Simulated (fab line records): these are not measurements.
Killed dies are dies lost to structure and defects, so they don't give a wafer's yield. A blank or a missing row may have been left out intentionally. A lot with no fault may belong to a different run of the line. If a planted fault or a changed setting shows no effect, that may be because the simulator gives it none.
fab line records	flow nand_harc
record: lots: 12	wafers: 36	last_day: 26
route steps=1159 shown P_ZERO_WELL@17 P_STI@80
lots that met no fault: taken from a fault-free run of the same line
start_h: start of the lot's first displayed wafer, in hours after the record's first day	wait_h: how many hours have passed since the lot's step before this one	" same as the row above	L1.1+2: several wafers, shown together as one row	- no value, or no start was given	* or withheld: withheld	< > ~ a bound
route shown NAME@n: NAME is a module with steps in the file, n the number in the route of the first one	usual: average and standard deviation across the fault-free wafers	same: alike in all rows	chamber/n: place in a boat	sites: per-site readings	_std_site: standard deviation of those values	_edge_site: mean of outer sites minus mean of inner sites	radius_mm: how far each site lies from the wafer's centre	mask NAME#n: copy n	behind: the last tool/chamber to shape the wafer	hold: the reason the lot was held/the length of the hold in hours/how it ended	device: the n, p or np transistor that did not switch	end of line: the tests these same wafers got at the end of their route	a step without rows: its recipe alone	killed: not the wafer's yield, but the dies lost to structure and defects at the first sort	map: dies across one wafer; x = killed, . = not, _ = none there
set.NAME: the setting that was run; set.NAME@STEP: the one run at that earlier step	model.NAME: the simulator's own value behind a step, which no gauge read
a sample of lots followed through the steps of the route, with each step as a table and each wafer as a row
services: a tool's chamber out of use, with start hour (start_h, from the record's first day; less than 0 if before it), hours out, and reason
== steps ==
step: NHARC_P_ZERO_WELL_ETCH_65
recipe: target_depth_a: 800	overetch_a: 240	time_s: 87.88	ion_energy_ev: 200	n2_flow_sccm: 150	h2_flow_sccm: 150	ar_flow_sccm: 0	rf_w: 400	bias_w: 150	chemistry: N2/H2
usual: chamber_pressure_mTorr: 30.002/0.027	drypump_motor_current_A: 5.8/0.42	oes_product_au: 0.998/0.013	rf_vpp_V: 430.4/2.9	showerhead_plenum_p_Torr: 2.03/0.11	throttle_valve_pct: 14.170/0.0091
lot.wafer	tool	chamber	start_h	wait_h	chamber_pressure_mTorr	drypump_motor_current_A	oes_product_au	rf_hours_counter_h	rf_vpp_V	showerhead_plenum_p_Torr	throttle_valve_pct
L955.1	rie_diel-05	0	13.37	0.1	29.979	5.5	0.993	2	429.7	1.93	14.166
L955.3	"	1	"	"	30.043	6.3	0.998	1	434.4	2.17	14.179
L955.6	"	3	"	"	29.998	5.0	1.003	-	432.6	2.14	14.169
L958.3	rie_diel-10	3	31.48	0.1	29.990	5.5	1.000	1	434.3	2.20	14.164
L958.5	"	3	"	"	29.974	5.5	0.996	-	434.2	2.20	14.163
L958.6	"	0	"	"	29.995	6.1	1.011	-	427.3	1.92	14.162
L960.4	rie_diel-05	2	43.44	0.1	29.977	6.4	0.996	3	431.5	2.12	14.162
L960.3	"	0	"	"	29.981	5.6	1.013	4	427.8	1.93	14.178
L960.2	"	1	"	"	30.034	6.3	0.986	3	435.6	2.17	14.162
L962.4	rie_diel-06	0	55.50	0.1	30.001	6.4	0.999	12	429.6	2.08	14.174
L962.5	"	3	"	"	29.992	6.0	0.985	-	427.0	1.90	14.186
L962.6	"	0	"	"	30.029	6.4	1.000	-	430.7	2.08	14.174
L965.3	rie_diel-06	1	73.49	0.1	30.007	6.0	0.992	0	427.8	1.91	14.177
L965.1	"	3	"	"	30.017	6.0	0.987	0	428.3	1.90	14.156
L965.6	"	2	"	"	29.980	5.6	1.009	-	430.2	2.05	14.166
L967.3	rie_diel-05	0	85.49	0.1	30.017	5.6	1.001	7	429.2	1.93	14.171
L967.2	"	1	"	"	30.035	6.3	0.973	6	433.4	2.17	14.157
L967.4	"	2	"	"	29.971	6.3	0.997	6	432.1	2.12	14.167
L970.1	rie_diel-06	3	103.37	0.1	30.019	6.0	0.983	2	426.1	1.90	14.181
L970.2	"	0	"	"	29.995	6.4	0.987	2	432.7	2.08	14.157
L970.5	"	2	"	"	29.959	5.6	0.995	-	429.9	2.05	14.165
L973.3	rie_diel-06	0	121.51	0.1	29.962	6.4	0.980	3	429.0	2.08	14.178
L973.2	"	1	"	"	30.006	6.0	0.999	3	426.2	1.90	14.166
L973.5	"	3	"	"	29.972	6.0	0.976	-	426.3	1.90	14.163
L975.1	rie_diel-10	3	133.50	0.1	30.005	5.5	1.012	9	434.9	2.19	14.160
L975.4	"	2	"	"	30.022	6.1	0.996	8	428.8	1.96	14.160
L975.6	"	0	"	"	29.975	6.1	1.017	-	427.6	1.92	14.165
L976.4	rie_diel-06	0	139.49	0.1	30.011	6.4	0.982	5	431.7	2.08	14.169
L976.2	"	2	"	"	29.964	5.6	0.998	4	430.8	2.05	14.158
L976.1	"	3	"	"	30.015	6.0	0.977	4	426.4	1.90	14.173
L977.3	rie_diel-06	0	145.51	0.1	29.974	6.4	0.970	5	431.5	2.08	14.170
L977.5	"	2	"	"	30.020	5.6	0.978	-	431.7	2.05	14.175
L977.6	"	3	"	"	30.017	6.0	0.975	-	426.8	1.90	14.176
L978.2	rie_diel-05	1	151.49	0.1	29.993	6.3	0.998	10	433.1	2.16	14.162
L978.1	"	3	"	"	29.947	5.0	1.017	10	434.5	2.13	14.164
L978.6	"	1	"	"	29.997	6.3	0.993	-	435.7	2.16	14.163
step: NHARC_P_ZERO_WELL_CD_MEAS_37
recipe: target_cd_nm: 720	landing_energy_ev: 500
usual: cd_nm: 721.2/2.4
lot.wafer	tool	chamber	start_h	wait_h	cd_nm
L955.1	cd_sem-03	0	15.98	-	722.9
L955.3	"	0	"	"	721.1
L955.6	"	0	"	"	720.0
L958.3	cd_sem-01	0	34.11	-	723.6
L958.5	"	0	"	"	723.1
L958.6	"	0	"	"	722.3
L960.2	cd_sem-02	0	46.09	-	719.1
L960.3	"	0	"	"	719.2
L960.4	"	0	"	"	724.2
L962.4	cd_sem-03	0	58.26	-	721.6
L962.5	"	0	"	"	721.0
L962.6	"	0	"	"	718.9
L965.1	cd_sem-03	0	76.23	-	722.4
L965.3	"	0	"	"	721.0
L965.6	"	0	"	"	719.8
L967.2	cd_sem-02	0	88.35	-	719.3
L967.3	"	0	"	"	721.5
L967.4	"	0	"	"	722.3
L970.1	cd_sem-02	0	105.86	-	717.8
L970.2	"	0	"	"	720.3
L970.5	"	0	"	"	718.2
L973.2	cd_sem-01	0	124.11	-	724.4
L973.3	"	0	"	"	723.8
L973.5	"	0	"	"	723.7
L975.1	cd_sem-02	0	136.26	-	726.3
L975.4	"	0	"	"	722.0
L975.6	"	0	"	"	722.6
L976.1	cd_sem-01	0	142.10	-	720.2
L976.2	"	0	"	"	717.4
L976.4	"	0	"	"	719.1
L977.3	cd_sem-02	0	148.13	-	718.3
L977.5	"	0	"	"	720.0
L977.6	"	0	"	"	720.1
L978.1	cd_sem-01	0	154.12	-	720.2
L978.2	"	0	"	"	721.4
L978.6	"	0	"	"	719.8
step: NHARC_P_STI_EXPOSE_06
recipe: na: 0.55	target_cd_nm: 200	dose_mj: 37.69	mask_id: P_STI
lot.wafer	tool	chamber	start_h	wait_h	mask
L955.1+3+6	krf_scanner-01	0	35.67	-	P_STI#0
L958.3+5+6	krf_scanner-03	0	59.22	-	P_STI#0
L960.2+3+4	krf_scanner-01	0	65.41	-	P_STI#0
L962.4+5+6	krf_scanner-01	0	78.60	-	P_STI#0
L965.1+3+6	krf_scanner-01	0	94.83	-	P_STI_R1#0
L967.2+3+4	krf_scanner-04	0	109.58	-	P_STI#0
L970.1+2+5	krf_scanner-03	0	124.60	-	P_STI#0
L973.2+3+5	krf_scanner-01	0	152.15	-	P_STI#0
L975.1+4+6	krf_scanner-01	0	152.18	-	P_STI#0
L976.1+2+4	krf_scanner-04	0	162.39	-	P_STI#0
L977.3+5+6	krf_scanner-01	0	166.73	-	P_STI#0
L978.1+2+6	krf_scanner-01	0	174.40	-	P_STI#0
step: NHARC_P_STI_CD_MEAS_09
recipe: target_cd_nm: 200	landing_energy_ev: 500
usual: cd_nm: 199.2/2.9
lot.wafer	tool	chamber	start_h	wait_h	cd_nm
L955.1	cd_sem-02	0	35.83	-	192.6
L955.3	"	0	"	"	199.8
L955.6	"	0	"	"	203.5
L958.3	cd_sem-01	0	59.37	-	191.7
L958.5	"	0	"	"	194.3
L958.6	"	0	"	"	195.4
L960.2	cd_sem-02	0	65.56	-	200.3
L960.3	"	0	"	"	204.3
L960.4	"	0	"	"	198.2
L962.4	cd_sem-01	0	78.75	-	203.3
L962.5	"	0	"	"	202.5
L962.6	"	0	"	"	196.4
L965.1	cd_sem-03	0	94.98	-	216.8
L965.3	"	0	"	"	214.2
L965.6	"	0	"	"	217.4
L967.2	cd_sem-01	0	109.74	-	203.2
L967.3	"	0	"	"	200.7
L967.4	"	0	"	"	199.1
L970.1	cd_sem-03	0	124.76	-	200.5
L970.2	"	0	"	"	195.1
L970.5	"	0	"	"	203.5
L973.2	cd_sem-03	0	152.30	-	197.2
L973.3	"	0	"	"	193.5
L973.5	"	0	"	"	199.0
L975.1	cd_sem-02	0	152.33	-	201.7
L975.4	"	0	"	"	200.5
L975.6	"	0	"	"	200.0
L976.1	cd_sem-02	0	162.55	-	196.2
L976.2	"	0	"	"	203.4
L976.4	"	0	"	"	197.5
L977.3	cd_sem-02	0	166.89	-	202.4
L977.5	"	0	"	"	203.1
L977.6	"	0	"	"	199.2
L978.1	cd_sem-03	0	174.55	-	201.1
L978.2	"	0	"	"	201.0
L978.6	"	0	"	"	199.5
step: NHARC_P_STI_INSPECT_11
usual: raw_defect_count: 5.7/2.8
lot.wafer	tool	chamber	start_h	wait_h	raw_defect_count
L955.1	defect_inspect-01	-	35.96	0.0	6
L955.3	"	-	"	"	11
L955.6	"	-	"	"	8
L958.3	defect_inspect-01	-	59.50	0.1	8
L958.5	"	-	"	"	5
L958.6	"	-	"	"	2
L960.2	defect_inspect-02	-	65.68	0.0	9
L960.3	"	-	"	"	5
L960.4	"	-	"	"	8
L962.4	defect_inspect-01	-	78.87	0.0	7
L962.5	"	-	"	"	7
L962.6	"	-	"	"	6
L965.1	defect_inspect-01	-	95.11	0.0	4
L965.3	"	-	"	"	4
L965.6	"	-	"	"	9
L967.2	defect_inspect-01	-	109.86	0.0	3
L967.3	"	-	"	"	1
L967.4	"	-	"	"	3
L970.1	defect_inspect-01	-	124.88	0.0	5
L970.2	"	-	"	"	4
L970.5	"	-	"	"	3
L973.2	defect_inspect-02	-	152.43	0.0	5
L973.3	"	-	"	"	2
L973.5	"	-	"	"	3
L975.1	defect_inspect-01	-	152.46	0.0	8
L975.4	"	-	"	"	4
L975.6	"	-	"	"	4
L976.1	defect_inspect-01	-	162.68	0.0	9
L976.2	"	-	"	"	2
L976.4	"	-	"	"	5
L977.3	defect_inspect-02	-	167.01	0.0	11
L977.5	"	-	"	"	3
L977.6	"	-	"	"	3
L978.1	defect_inspect-02	-	174.67	0.0	9
L978.2	"	-	"	"	6
L978.6	"	-	"	"	8
step: NHARC_P_STI_OCD_MEAS_17
usual: trench_depth_nm: 300/4.6	trench_foot_cd_nm: 157.3/3
lot.wafer	tool	chamber	start_h	wait_h	trench_depth_nm	trench_foot_cd_nm
L955.1	ocd-02	-	36.62	0.1	293	151.8
L955.3	"	-	"	"	298	158.5
L955.6	"	-	"	"	299	161.4
L958.3	ocd-01	-	60.20	0.1	299	149.9
L958.5	"	-	"	"	302	152.4
L958.6	"	-	"	"	302	153.0
L960.2	ocd-01	-	66.36	0.1	302	158.2
L960.3	"	-	"	"	305	162.3
L960.4	"	-	"	"	301	156.2
L962.4	ocd-02	-	79.53	0.1	300	161.7
L962.5	"	-	"	"	296	160.7
L962.6	"	-	"	"	298	154.5
L965.1	ocd-01	-	95.78	0.1	302	174.1
L965.3	"	-	"	"	300	172.7
L965.6	"	-	"	"	303	175.1
L967.2	ocd-01	-	110.97	0.1	306	160.2
L967.3	"	-	"	"	308	158.4
L967.4	"	-	"	"	309	155.1
L970.1	ocd-02	-	125.54	0.1	300	158.3
L970.2	"	-	"	"	304	152.7
L970.5	"	-	"	"	300	161.8
L973.2	ocd-01	-	153.09	0.1	306	154.6
L973.3	"	-	"	"	301	151.8
L973.5	"	-	"	"	300	157.5
L975.1	ocd-02	-	153.17	0.1	296	160.6
L975.4	"	-	"	"	300	158.7
L975.6	"	-	"	"	291	159.3
L976.1	ocd-02	-	163.34	0.1	298	154.5
L976.2	"	-	"	"	303	161.0
L976.4	"	-	"	"	291	157.1
L977.3	ocd-01	-	167.67	0.1	301	160.2
L977.5	"	-	"	"	290	162.9
L977.6	"	-	"	"	293	157.9
L978.1	ocd-02	-	175.33	0.1	301	158.7
L978.2	"	-	"	"	306	158.5
L978.6	"	-	"	"	298	158.3
== services ==
tool	chamber	start_h	hours	kind
rie_diel-06	0	-5.62	-	clean
rie_diel-06	1	-5.62	-	clean
rie_diel-06	2	-5.62	-	clean
rie_diel-06	3	-5.62	-	clean
krf_scanner-03	-	-4.00	4.0	pm
rie_diel-10	-	-0.50	9.0	pm
rie_diel-06	0	15.19	6.2	repair
rie_diel-06	1	18.88	-	clean
rie_diel-06	2	18.88	-	clean
krf_scanner-03	-	48.22	2.4	repair
rie_diel-05	3	58.42	5.5	repair
krf_scanner-01	-	60.38	0.6	repair
krf_scanner-04	-	62.03	1.0	repair
rie_diel-06	-	64.20	9.0	pm
krf_scanner-04	-	80.67	1.2	repair
krf_scanner-01	-	84.00	4.0	pm
rie_diel-05	3	85.86	3.3	repair
krf_scanner-04	-	115.73	0.4	repair
rie_diel-05	1	122.49	1.3	repair
krf_scanner-01	-	122.99	0.6	repair
krf_scanner-04	-	126.00	4.0	pm
rie_diel-06	-	147.22	0.9	repair
rie_diel-05	-	163.60	9.0	pm
krf_scanner-03	-	168.00	4.0	pm
== key ==
first_sign: step: NHARC_P_STI_EXPOSE_06	reading: mask	direction: changed
effect: step: NHARC_P_STI_CD_MEAS_09	reading: cd_nm	direction: up	sigmas: 5.8	usual: 199.2	struck: 216.1
effect: step: NHARC_P_STI_OCD_MEAS_17	reading: trench_foot_cd_nm	direction: up	sigmas: 5.6	usual: 157.3	struck: 173.9
met_at NHARC_P_STI_EXPOSE_06
struck_lots L965
tester_left_out L965
not_acting_at NHARC_P_ZERO_WELL_ETCH_65,NHARC_P_ZERO_WELL_CD_MEAS_37,NHARC_P_STI_INSPECT_11
onset_between 78.60 94.83
fault: kind: wrong_mask	tool: any	chamber: -	onset_h: 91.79	steps: NHARC_P_STI_EXPOSE_06	aux_copy: P_STI_R1#0	cd_offset_nm: 16.775	scope: struck_lots_only
tester_left_out: of these lots the tester's yield and bins aren't shown, on N5 and GAA mostly nor the transistor test; their killed dies are dies lost to structure and defects alone, not to doping, threshold or leakage, so they don't give the yield
